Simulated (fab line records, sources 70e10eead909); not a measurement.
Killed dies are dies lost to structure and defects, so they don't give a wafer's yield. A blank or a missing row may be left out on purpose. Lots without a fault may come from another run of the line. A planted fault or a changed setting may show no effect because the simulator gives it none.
fab line records | flow nand_harc
record lots=6 wafers=18 last_day=24
route steps=1159 shown A_BONDPAD@1074 HYBRID_BOND@1094 THIN_TSV@1101 END@1159
lots that met no fault: from a run of the same line without faults
start_h: hours from the record's first day to the start of the lot's first wafer shown | wait_h: hours since the lot's step before | " the same as in the row above | L1.1+2: a row that stands for several wafers | - no value, or no start given | * or withheld: withheld | < > ~ a bound
route shown NAME@n: a module of which the file shows steps, and the number in the route of the first | usual: mean/standard deviation of fault-free wafers | same: alike in all rows | chamber/n: place in a boat | sites: the reading at each site | _std_site: their standard deviation | _edge_site: outer sites' mean less inner sites' | radius_mm: how far each site lies from the wafer's centre | mask NAME#n: copy n | behind: the tool/chamber that last shaped the wafer | hold: why the lot was held/for how many hours/how that ended | device: the transistor (n, p or np) that didn't switch | end of line: the same wafers' tests at the end of the route | a step without rows: its recipe alone | killed: dies lost to structure and defects at the first sort, not the wafer's yield | map: a wafer's dies, x killed, . not, _ none there
set.NAME: the setting as run; set.NAME@STEP: as run at that earlier step | model.NAME: the simulator's own value behind a step, which no gauge read
lots at some steps of the route; a table a step, a row a wafer
services: from which hour (start_h, from the record's first day; less than 0 if before it) a tool's chamber was out of use, for how many hours, and why
## steps
# step NHARC_A_BONDPAD_HARDBAKE_10
# recipe temp_c=118 time_s=65
# step NHARC_A_BONDPAD_DESCUM_11
# recipe time_s=3 o2_flow_sccm=200 ar_flow_sccm=0 bias_power_w=0 chemistry=O2
# usual drypump_motor_current_A=6.0/0.46 oes_product_au=0.998/0.0079 rf_vpp_V=57.9/0.93 showerhead_plenum_p_Torr=1.93/0.089 throttle_valve_pct=11.310/0.0089
# columns lot.wafer tool chamber start_h wait_h drypump_motor_current_A oes_product_au rf_hours_counter_h rf_vpp_V showerhead_plenum_p_Torr throttle_valve_pct
L280.1 rie_diel-01 3 419.82 - 6.3 1.009 42 58.3 1.99 11.308
L280.2 " 0 " " 6.4 1.000 42 57.6 1.76 11.300
L280.6 " 2 " " 6.7 1.001 - 58.7 1.89 11.309
L279.2 rie_diel-07 3 432.28 - 6.3 1.005 0 56.7 1.94 11.327
L279.4 " 0 " " 5.4 0.999 0 58.6 1.79 11.322
L279.1 " 1 " " 6.7 1.004 0 57.4 1.95 11.306
L283.3 rie_diel-11 1 441.99 - 5.5 1.002 13 58.3 2.03 11.310
L283.5 " 1 " " 5.5 1.002 - 58.7 2.03 11.308
L283.4 " 2 " " 5.7 0.995 - 58.5 1.80 11.322
L287.4 rie_diel-07 0 481.55 - 5.4 1.007 1 56.4 1.80 11.335
L287.2 " 1 " " 6.7 0.990 1 57.5 1.95 11.318
L287.3 " 2 " " 5.8 0.995 2 58.0 2.06 11.305
L292.2 rie_diel-11 1 504.53 - 5.6 1.013 24 58.4 2.02 11.308
L292.4 " 1 " " 5.6 1.007 - 59.6 2.02 11.319
L292.6 " 3 " " 5.8 0.991 - 58.3 1.93 11.307
L296.4 rie_diel-07 1 524.46 - 6.7 0.993 3 57.0 1.95 11.312
L296.2 " 3 " " 6.3 1.003 3 58.8 1.94 11.311
L296.6 " 1 " " 6.7 0.988 - 58.8 1.95 11.312
# step NHARC_A_BONDPAD_ETCH_34
# recipe target_depth_a=600 overetch_a=180 time_s=65.91 ion_energy_ev=200 n2_flow_sccm=150 h2_flow_sccm=150 ar_flow_sccm=0 rf_w=400 bias_w=150 chemistry=N2/H2
# usual drypump_motor_current_A=6.0/0.44 oes_product_au=0.999/0.007 rf_vpp_V=431.0/2.9 showerhead_plenum_p_Torr=2.06/0.1 throttle_valve_pct=14.171/0.0093
# columns lot.wafer tool chamber start_h wait_h drypump_motor_current_A oes_product_au rf_hours_counter_h rf_vpp_V showerhead_plenum_p_Torr throttle_valve_pct
L280.2 rie_diel-01 2 419.90 0.1 6.6 1.004 40 429.5 2.02 14.164
L280.1 " 3 " " 6.2 1.006 42 431.3 2.12 14.174
L280.6 " 1 " " 5.7 1.009 - 429.7 2.05 14.177
L279.4 rie_diel-07 1 432.36 0.1 6.6 0.994 0 431.2 2.08 14.155
L279.2 " 2 " " 5.8 1.002 0 436.1 2.20 14.189
L279.1 " 3 " " 6.3 1.000 0 431.9 2.07 14.167
L283.3 rie_diel-11 1 442.10 0.1 5.6 1.009 13 434.0 2.16 14.187
L283.4 " 2 " " 5.8 1.002 - 425.5 1.92 14.181
L283.5 " 1 " " 5.6 1.004 - 432.1 2.16 14.181
L287.4 rie_diel-07 1 481.64 0.1 6.6 0.997 1 431.0 2.08 14.176
L287.3 " 2 " " 5.8 1.002 2 433.9 2.20 14.169
L287.2 " 3 " " 6.3 1.010 2 432.0 2.07 14.174
L292.2 rie_diel-11 2 504.65 0.1 5.8 1.010 25 426.3 1.91 14.176
L292.6 " 3 " " 5.8 0.998 - 429.8 2.05 14.166
L292.4 " 2 " " 5.8 1.001 - 426.2 1.91 14.175
L296.4 rie_diel-07 3 524.55 0.1 6.3 1.004 3 431.7 2.07 14.174
L296.2 " 0 " " 5.4 0.999 3 426.6 1.91 14.165
L296.6 " 2 " " 5.8 1.007 - 434.5 2.19 14.172
# step NHARC_A_BONDPAD_ETCH_12
# recipe target_depth_a=2200 time_s=110 chf3_flow_sccm=50 o2_flow_sccm=10 ar_flow_sccm=200 rf_w=500 bias_w=200 chemistry=CHF3/O2
# step NHARC_A_BONDPAD_CD_MEAS_13
# usual cd_nm=499.1/1.5
# columns lot.wafer tool chamber start_h wait_h cd_nm
L280.1 cd_sem-02 - 420.12 - 499.0
L280.2 " - " " 498.2
L280.6 " - " " 498.7
L279.1 cd_sem-03 - 432.61 - 498.4
L279.2 " - " " 497.9
L279.4 " - " " 499.5
L283.3 cd_sem-03 - 442.35 - 495.7
L283.4 " - " " 495.2
L283.5 " - " " 495.6
L287.2 cd_sem-02 - 481.87 - 498.7
L287.3 " - " " 499.0
L287.4 " - " " 499.5
L292.2 cd_sem-03 - 504.90 - 499.4
L292.4 " - " " 500.9
L292.6 " - " " 499.1
L296.2 cd_sem-03 - 524.77 - 499.0
L296.4 " - " " 501.3
L296.6 " - " " 501.5
# step NHARC_A_BONDPAD_STRIP_15
# recipe o2_flow_sccm=500 ar_flow_sccm=0 bias_w=0 chemistry=O2
# step NHARC_A_BONDPAD_ETCH_24
# recipe target_depth_a=300 over_etch_frac=0.3 time_s=72.99 ion_energy_ev=150 cf4_flow_sccm=50 n2_flow_sccm=100 ar_flow_sccm=150 rf_w=300 bias_w=100 chemistry=CF4/N2
# usual drypump_motor_current_A=6.0/0.45 oes_product_au=0.998/0.0074 rf_vpp_V=314.5/2.1 showerhead_plenum_p_Torr=2.65/0.12 throttle_valve_pct=19.794/0.0091
# columns lot.wafer tool chamber start_h wait_h drypump_motor_current_A oes_product_au rf_hours_counter_h rf_vpp_V showerhead_plenum_p_Torr throttle_valve_pct
L280.2 rie_diel-01 3 - - 6.2 1.004 42 316.7 2.72 19.787
L280.1 " 0 " " 6.3 1.003 42 310.9 2.43 19.797
L280.6 " 2 " " 6.6 1.006 - 313.9 2.60 19.774
L279.1 rie_diel-07 1 - - 6.6 1.001 0 316.0 2.67 19.780
L279.4 " 2 " " 5.8 0.998 0 318.5 2.81 19.783
L279.2 " 3 " " 6.3 1.000 0 315.6 2.67 19.796
L283.3 rie_diel-11 2 442.60 0.2 5.8 0.991 14 312.0 2.48 19.803
L283.5 " 3 " " 5.8 0.995 - 314.7 2.65 19.784
L283.4 " 1 " " 5.5 1.003 - 315.9 2.77 19.803
L287.2 rie_diel-07 1 - - 6.7 0.983 1 316.0 2.67 19.798
L287.3 " 3 " " 6.3 0.999 2 313.8 2.67 19.796
L287.4 " 0 " " 5.4 0.998 1 311.4 2.47 19.791
L292.2 rie_diel-11 1 505.21 0.2 5.6 1.011 24 316.7 2.77 19.809
L292.4 " 3 " " 5.8 1.005 - 314.5 2.64 19.794
L292.6 " 2 " " 5.8 1.006 - 310.9 2.47 19.797
L296.2 rie_diel-01 2 - - 6.7 1.002 9 313.2 2.59 19.804
L296.4 " 0 " " 6.4 1.000 9 317.7 2.83 19.798
L296.6 " 2 " " 6.7 0.996 - 314.7 2.59 19.794
# step NHARC_A_BONDPAD_STRIP_16
# recipe time_s=600 temp_c=30 chemistry=post_etch_residue_remover
# step NHARC_A_BONDPAD_DEGAS_25
# recipe temp_c=300 time_s=60
# step NHARC_A_BONDPAD_PRE_CLEAN_26
# recipe time_s=30 temp_c=280 gas=H2/He
# step NHARC_A_BONDPAD_PVD_17
# recipe target_thk_a=50 bias_v=168.6 power_w=15000 chamber_pressure_pa=0.12 time_s=8.06 substrate_temp_c=50 material=TaN
# usual throttle_valve_pct=29.8/1
# columns lot.wafer tool chamber start_h wait_h throttle_valve_pct
L280.2 pvd_sputter-03 - - - 29.3
L280.1 " - " " 28.2
L280.6 " - " " 29.4
L279.1 pvd_sputter-02 - - - 30.5
L279.2 " - " " 29.1
L279.4 " - " " 29.8
L283.4 pvd_sputter-02 - - - 30.6
L283.3 " - " " 29.8
L283.5 " - " " 31.4
L287.4 pvd_sputter-03 - - - 29.2
L287.3 " - " " 27.8
L287.2 " - " " 30.0
L292.4 pvd_sputter-03 - - - 29.1
L292.2 " - " " 28.0
L292.6 " - " " 29.7
L296.2 pvd_sputter-01 - - - 30.1
L296.4 " - " " 28.8
L296.6 " - " " 29.7
# step NHARC_A_BONDPAD_PVD_27
# recipe target_thk_a=300 chamber_pressure_pa=5 power_w=5000 substrate_temp_c=30 time_s=20.49 material=Cu
# step NHARC_A_BONDPAD_ECD_18
# recipe target_thk_a=4000 bath_temp_c=25 material=Cu
# columns lot.wafer tool chamber start_h wait_h
L280.2+1+6 ecd_cu-01 0,1,0 421.11 -
L279.2+1+4 ecd_cu-02 1,0,0 433.60 -
L283.3+4+5 ecd_cu-02 1,0,0 443.48 -
L287.2+4+3 ecd_cu-02 0,0,1 482.90 -
L292.2+4+6 ecd_cu-02 1,1,0 506.29 -
L296.2+4+6 ecd_cu-01 0 526.39 -
# step NHARC_A_BONDPAD_ANNEAL_28
# recipe temp_c=225 time_s=90
# step NHARC_A_BONDPAD_CMP_19
# recipe t_overpolish_s=30 cu_recess_touch_s=16 target_thk_nm=169.8
# step NHARC_A_BONDPAD_SRD_21
# recipe time_s=30 temp_c=23 dry_time_s=20 spin_rpm=1500
# step NHARC_A_BONDPAD_INSPECT_23
# usual raw_defect_count=500/150
# columns lot.wafer tool chamber start_h wait_h raw_defect_count
L280.1 defect_inspect-02 - 422.38 0.0 407
L280.2 " - " " 459
L280.6 " - " " 412
L279.1 defect_inspect-02 - 434.89 0.0 360
L279.2 " - " " 627
L279.4 " - " " 434
L283.3 defect_inspect-02 - 444.65 0.0 444
L283.4 " - " " 360
L283.5 " - " " 318
L287.2 defect_inspect-01 - 484.20 0.0 359
L287.3 " - " " 321
L287.4 " - " " 440
L292.2 defect_inspect-01 - 507.56 0.0 754
L292.4 " - " " 1077
L292.6 " - " " 739
L296.2 defect_inspect-01 - 527.59 0.0 440
L296.4 " - " " 662
L296.6 " - " " 978
# step NHARC_HYBRID_BOND_ACTIVATE_00
# recipe time_s=60 n2_flow_sccm=200 ar_flow_sccm=0 bias_power_w=0 chemistry=N2
# step NHARC_HYBRID_BOND_PRECLEAN_01
# recipe time_s=300 temp_c=23 chemistry=DIW
# step NHARC_HYBRID_BOND_SRD_02
# recipe time_s=30 temp_c=23 dry_time_s=20 spin_rpm=1500
# step NHARC_HYBRID_BOND_BOND_03
# recipe temp_c=25
# step NHARC_HYBRID_BOND_ANNEAL_04
# recipe temp_c=300 time_s=7200 ramp_up_c_per_min=5 ramp_down_c_per_min=3 idle_temp_c=100 pressure_atm=1
# step NHARC_HYBRID_BOND_OVL_MEAS_05
# usual overlay_x_nm=0/32 overlay_y_nm=-4/32
# columns lot.wafer tool chamber start_h wait_h overlay_x_nm overlay_y_nm
L280.1 overlay-02 - 434.76 0.4 48 -31
L280.2 " - " " 59 19
L280.6 " - " " 9 23
L279.1 overlay-01 - 441.60 0.4 -24 -24
L279.2 " - " " -37 -21
L279.4 " - " " -37 33
L283.3 overlay-02 - 457.00 0.4 -2 -37
L283.4 " - " " -5 10
L283.5 " - " " -25 -24
L287.3 overlay-01 - 497.24 0.4 21 -8
L292.2 overlay-02 - 520.69 0.4 -66 -27
L292.4 " - " " 13 -61
L296.2 overlay-02 - 537.22 0.4 61 8
L296.4 " - " " -22 -69
L296.6 " - " " 21 -14
# step NHARC_HYBRID_BOND_INSPECT_06
# recipe inspect_instrument=ir_void
# usual raw_defect_count=32/12
# columns lot.wafer tool chamber start_h wait_h raw_defect_count
L280.1 defect_inspect-01 - 434.82 0.0 21
L280.2 " - " " 27
L280.6 " - " " 38
L279.1 defect_inspect-01 - 441.65 0.0 13
L279.2 " - " " 8
L279.4 " - " " 13
L283.3 defect_inspect-02 - 457.05 0.1 35
L283.4 " - " " 29
L283.5 " - " " 34
L287.3 defect_inspect-01 - 497.29 0.1 30
L292.2 defect_inspect-02 - 520.76 0.1 20
L292.4 " - " " 32
L296.2 defect_inspect-02 - 537.27 0.1 21
L296.4 " - " " 18
L296.6 " - " " 23
# step NHARC_THIN_TSV_GRIND_00
# recipe target_thk_um=6
# usual motor_current_A=11.998/0.022
# columns lot.wafer tool chamber start_h wait_h motor_current_A
L280.1 grinder-01 0 434.97 0.2 12.008
L280.2 " 0 " " 12.002
L280.6 " 0 " " 12.016
L279.1 grinder-01 0 443.00 1.3 11.999
L279.2 " 0 " " 11.990
L279.4 " 0 " " 11.932
L283.3 grinder-01 0 457.60 0.5 12.012
L283.4 " 0 " " 12.021
L283.5 " 0 " " 11.980
L287.3 grinder-01 0 499.29 2.0 11.980
L292.2 grinder-01 0 523.46 2.7 12.021
L292.4 " 0 " " 12.009
L296.2 grinder-01 0 538.81 1.5 11.970
L296.4 " 0 " " 12.029
L296.6 " 0 " " 11.973
# step NHARC_THIN_TSV_CMP_01
# recipe target_thk_um=3
# step NHARC_THIN_TSV_THK_MEAS_02
# recipe thk_meas_gauge=ir
# usual thk_nm=3013/180
# columns lot.wafer tool chamber start_h wait_h thk_nm
L280.1 film_metro-01 - 436.44 - 2956
L280.2 " - " " 3004
L280.6 " - " " 2943
L279.1 film_metro-02 - 444.50 - 3168
L279.2 " - " " 2981
L279.4 " - " " 3279
L283.3 film_metro-02 - 458.69 - 2981
L283.4 " - " " 2971
L283.5 " - " " 2822
L287.3 film_metro-01 - 500.39 - 3216
L292.2 film_metro-02 - 524.75 - 3226
L292.4 " - " " 3106
L296.2 film_metro-02 - 540.10 - 2963
L296.4 " - " " 3312
L296.6 " - " " 3151
# step NHARC_THIN_TSV_SRD_03
# step NHARC_THIN_TSV_PRECLEAN_41
# recipe time_s=* temp_c=50 bath_age_min=0 chemistry=SC1
# step NHARC_THIN_TSV_SRD_42
# step NHARC_THIN_TSV_DEP_43
# recipe target_thk_a=13285 temp_c=withheld pressure_torr=6.5 rf_w=900 teos_flow_sccm=161.4 flow_sccm=2650 target_thk_nm=1328.5 gas=O2 material=SiO2
# step NHARC_THIN_TSV_DEHYDRATE_04
# recipe temp_c=150 time_s=120
# step NHARC_THIN_TSV_HMDS_05
# recipe time_s=30
# step NHARC_THIN_TSV_COAT_06
# recipe spin_rpm=*
# step NHARC_THIN_TSV_SOFTBAKE_07
# recipe temp_c=122 time_s=95
# step NHARC_THIN_TSV_EBR_08
# step NHARC_THIN_TSV_EXPOSE_09
# recipe na=0.55 dose_mj=30.7 mask_id=TSV
# step NHARC_THIN_TSV_PEB_10
# recipe peb_temp_c=118 peb_time_s=85
# step NHARC_THIN_TSV_DEVELOP_11
# recipe time_s=70
# step NHARC_END_SORT_01
# recipe temp_c=25
# usual defect_limited_yield=95.8/1.2 killed_at_array=24/7.4 killed_at_other=0.5/0.81 killed_at_periphery=3.4/2.3 killed_dies=28/8 killed_open=3.4/1.8 killed_short=2.0/1.4 sort_bin_2_pct=1.3/0.54 sort_bin_3_pct=0.23/0.2 sort_bin_4_pct=2.7/0.77 sort_n_pass=649/8 sort_rim_yield_pct=94.2/2.7 sort_yield_pct=95.8/1.2
# same gross_dies=677 sort_bin_5_pct[%]=0 sort_bin_6_pct[%]=0 sort_bin_7_pct[%]=0 sort_bin_8_pct[%]=0 sort_rim_n_gross=106.00
# columns lot.wafer tool chamber start_h wait_h defect_limited_yield[%] killed_at_array killed_at_other killed_at_periphery killed_dies killed_open killed_short sort_bin_2_pct[%] sort_bin_3_pct[%] sort_bin_4_pct[%] sort_n_pass sort_rim_yield_pct[%] sort_yield_pct[%]
L280.1 prober-01 0 457.70 2.5 98.1 13 0 0 13 0 0 0.3 0.15 1.5 664 96.2 98.1
L280.2 prober-01 0 458.51 2.8 95.1 32 0 1 33 9 5 1.5 0.44 3.0 644 91.5 95.1
L280.6 prober-01 0 461.74 4.0 96.2 24 1 1 26 1 3 1.0 0.44 2.4 651 94.3 96.2
L283.3 prober-02 0 476.85 3.1 95.0 31 0 3 34 5 5 1.5 0.30 3.2 643 93.4 95.0
L283.4 prober-02 0 477.63 3.4 96.5 21 1 2 24 6 3 1.0 0 2.5 653 95.3 96.5
L283.5 prober-02 0 478.42 3.6 96.3 22 0 3 25 3 0 0.9 0.15 2.7 652 92.5 96.3
L287.2 prober-02 0 525.66 2.8 0 676 0 1 677 1 2 97.2 0.59 2.2 0 0 0
L287.4 prober-02 0 527.26 3.4 0 675 0 2 677 4 1 97.2 0.15 2.7 0 0 0
L292.6 prober-02 0 542.38 4.0 0 673 1 3 677 8 2 96.2 0.44 3.4 0 0 0
# killed by level:class
L280.1 A_CONTACT:chamber_film_flake=6 A_CHANNEL_HOLE_D1:chamber_film_flake=4 A_ZERO_WELL:chamber_film_flake=2 A_STAIRCASE:chamber_film_flake=1
L280.2 A_CHANNEL_HOLE_D1:chamber_film_flake=11 A_CONTACT:chamber_film_flake=7 A_WL_FILL:geometric_particle:open=3 A_CHANNEL_FILL_D1:geometric_particle:short=2 A_CONTACT:geometric_particle:open=2 A_BLC:geometric_particle:open=2 P_CONTACT:geometric_particle:open=1 A_ONON_D1:geometric_particle:short=1
L280.6 A_CHANNEL_HOLE_D1:chamber_film_flake=14 A_CONTACT:chamber_film_flake=4 A_STAIRCASE:chamber_film_flake=2 A_ONON_D1:geometric_particle:short=1 A_STAIRCASE:geometric_particle:open=1 A_WL_FILL:geometric_particle:short=1 P_ZERO_WELL:chamber_film_flake=1 STARTING-WAFER:geometric_particle:short=1
L283.3 A_SLIT:chamber_film_flake=11 A_CHANNEL_HOLE_D1:chamber_film_flake=10 A_CHANNEL_HOLE_D1:geometric_particle:short=2 A_CHANNEL_FILL_D1:geometric_particle:short=2 P_GATE:geometric_particle:open=1 P_M1:geometric_particle:open=1 A_SOURCE_PLATE:geometric_particle:open=1 A_ONON_D1:geometric_particle:short=1
L283.4 A_CHANNEL_HOLE_D1:chamber_film_flake=10 A_SLIT:chamber_film_flake=5 P_CONTACT:geometric_particle:open=1 P_M0:geometric_particle:open=1 A_ONON_D1:geometric_particle:open=1 A_CHANNEL_HOLE_D1:geometric_particle:open=1 A_WL_FILL:geometric_particle:open=1 A_WL_FILL:geometric_particle:short=1
L283.5 A_CHANNEL_HOLE_D1:chamber_film_flake=14 A_SLIT:chamber_film_flake=5 P_ZERO_WELL:chamber_film_flake=2 P_M1:geometric_particle:open=1 A_STAIRCASE:geometric_particle:open=1 A_M0:geometric_particle:open=1 A_STAIRCASE:chamber_film_flake=1
L287.2 A_BONDPAD:area_ecd=652 A_CHANNEL_HOLE_D1:chamber_film_flake=17 A_STAIRCASE:chamber_film_flake=2 A_CONTACT:chamber_film_flake=2 A_CHANNEL_HOLE_D1:geometric_particle:short=1 A_STAIRCASE:geometric_particle:short=1 A_BLC:geometric_particle:open=1 P_ZERO_WELL:chamber_film_flake=1
L287.4 A_BONDPAD:area_ecd=648 A_CHANNEL_HOLE_D1:chamber_film_flake=17 A_STAIRCASE:chamber_film_flake=6 A_M0:geometric_particle:open=2 P_GATE:geometric_particle:short=1 P_M2:geometric_particle:open=1 A_CHANNEL_FILL_D1:geometric_particle:open=1 A_ZERO_WELL:chamber_film_flake=1
L292.6 A_BONDPAD:area_ecd=637 A_SLIT:chamber_film_flake=10 A_CHANNEL_HOLE_D1:chamber_film_flake=6 A_STAIRCASE:chamber_film_flake=5 A_CONTACT:chamber_film_flake=3 A_CONTACT:geometric_particle:open=2 A_BLC:geometric_particle:open=2 A_M0:geometric_particle:open=2
# map L287.2 (x killed, . not)
____________x____________
_________xxxxxxx_________
_______xxxxxxxxxxx_______
______xxxxxxxxxxxxx______
_____xxxxxxxxxxxxxxx_____
____xxxxxxxxxxxxxxxxx____
____xxxxxxxxxxxxxxxxx____
___xxxxxxxxxxxxxxxxxxx___
___xxxxxxxxxxxxxxxxxxx___
__xxxxxxxxxxxxxxxxxxxxx__
__xxxxxxxxxxxxxxxxxxxxx__
_xxxxxxxxxxxxxxxxxxxxxxx_
_xxxxxxxxxxxxxxxxxxxxxxx_
_xxxxxxxxxxxxxxxxxxxxxxx_
_xxxxxxxxxxxxxxxxxxxxxxx_
_xxxxxxxxxxxxxxxxxxxxxxx_
xxxxxxxxxxxxxxxxxxxxxxxxx
xxxxxxxxxxxxxxxxxxxxxxxxx
xxxxxxxxxxxxxxxxxxxxxxxxx
xxxxxxxxxxxxxxxxxxxxxxxxx
xxxxxxxxxxxxxxxxxxxxxxxxx
_xxxxxxxxxxxxxxxxxxxxxxx_
_xxxxxxxxxxxxxxxxxxxxxxx_
_xxxxxxxxxxxxxxxxxxxxxxx_
_xxxxxxxxxxxxxxxxxxxxxxx_
_xxxxxxxxxxxxxxxxxxxxxxx_
__xxxxxxxxxxxxxxxxxxxxx__
__xxxxxxxxxxxxxxxxxxxxx__
___xxxxxxxxxxxxxxxxxxx___
___xxxxxxxxxxxxxxxxxxx___
____xxxxxxxxxxxxxxxxx____
____xxxxxxxxxxxxxxxxx____
_____xxxxxxxxxxxxxxx_____
______xxxxxxxxxxxxx______
_______xxxxxxxxxxx_______
_________xxxxxxx_________
____________x____________
# map L292.6 (x killed, . not)
____________x____________
_________xxxxxxx_________
_______xxxxxxxxxxx_______
______xxxxxxxxxxxxx______
_____xxxxxxxxxxxxxxx_____
____xxxxxxxxxxxxxxxxx____
____xxxxxxxxxxxxxxxxx____
___xxxxxxxxxxxxxxxxxxx___
___xxxxxxxxxxxxxxxxxxx___
__xxxxxxxxxxxxxxxxxxxxx__
__xxxxxxxxxxxxxxxxxxxxx__
_xxxxxxxxxxxxxxxxxxxxxxx_
_xxxxxxxxxxxxxxxxxxxxxxx_
_xxxxxxxxxxxxxxxxxxxxxxx_
_xxxxxxxxxxxxxxxxxxxxxxx_
_xxxxxxxxxxxxxxxxxxxxxxx_
xxxxxxxxxxxxxxxxxxxxxxxxx
xxxxxxxxxxxxxxxxxxxxxxxxx
xxxxxxxxxxxxxxxxxxxxxxxxx
xxxxxxxxxxxxxxxxxxxxxxxxx
xxxxxxxxxxxxxxxxxxxxxxxxx
_xxxxxxxxxxxxxxxxxxxxxxx_
_xxxxxxxxxxxxxxxxxxxxxxx_
_xxxxxxxxxxxxxxxxxxxxxxx_
_xxxxxxxxxxxxxxxxxxxxxxx_
_xxxxxxxxxxxxxxxxxxxxxxx_
__xxxxxxxxxxxxxxxxxxxxx__
__xxxxxxxxxxxxxxxxxxxxx__
___xxxxxxxxxxxxxxxxxxx___
___xxxxxxxxxxxxxxxxxxx___
____xxxxxxxxxxxxxxxxx____
____xxxxxxxxxxxxxxxxx____
_____xxxxxxxxxxxxxxx_____
______xxxxxxxxxxxxx______
_______xxxxxxxxxxx_______
_________xxxxxxx_________
____________x____________
## services
# columns tool chamber start_h hours kind
rie_diel-07 0 395.93 - clean
rie_diel-07 1 395.93 - clean
rie_diel-07 2 395.93 - clean
rie_diel-07 3 395.93 - clean
pvd_sputter-02 - 396.29 10.0 pm
rie_diel-07 - 416.89 9.0 pm
rie_diel-07 0 416.89 9.0 vent_cycle
rie_diel-07 1 416.89 9.0 vent_cycle
rie_diel-07 2 416.89 9.0 vent_cycle
rie_diel-07 1 434.35 2.5 repair
pvd_sputter-01 - 437.04 1.4 repair
rie_diel-01 - 437.94 0.2 repair
rie_diel-11 0 441.10 3.3 repair
rie_diel-07 0 446.39 13.2 repair
ecd_cu-01 - 448.28 8.0 pm
rie_diel-11 1 454.41 2.5 repair
pvd_sputter-03 - 458.00 10.0 pm
ecd_cu-01 - 471.59 0.4 repair
rie_diel-01 0 490.11 22.5 repair
rie_diel-01 - 491.99 9.0 pm
rie_diel-11 0 500.70 10.5 repair
pvd_sputter-01 - 503.72 3.3 repair
pvd_sputter-01 - 514.01 10.0 pm
ecd_cu-02 - 532.02 8.0 pm
## key
first_sign step=NHARC_END_SORT_01 reading=sort_bin_2_pct direction=up sigmas=99+ usual=1.3 struck=96.8
effect step=NHARC_END_SORT_01 reading=killed_at_array direction=up sigmas=88 usual=24 struck=675
more_kills_born_at NHARC_A_BONDPAD_ECD_18@ecd_cu-02=1937
met_at NHARC_A_BONDPAD_ECD_18
struck_wafers L287.2,L287.4,L292.6
later_rows_left_out L287.2,L287.4,L292.6
onset_between 443.48 482.90
fault kind=process_parameter_drift tool=ecd_cu-02 chamber=0 onset_h=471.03 steps=NHARC_A_BONDPAD_ECD_18 channel=target_thk_a offset=* shape=step end_h=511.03 acts_in=* stated=*
# later_rows_left_out: the simulator's readings of these wafers behind a module that went badly wrong aren't trusted and aren't shown, but for the sort
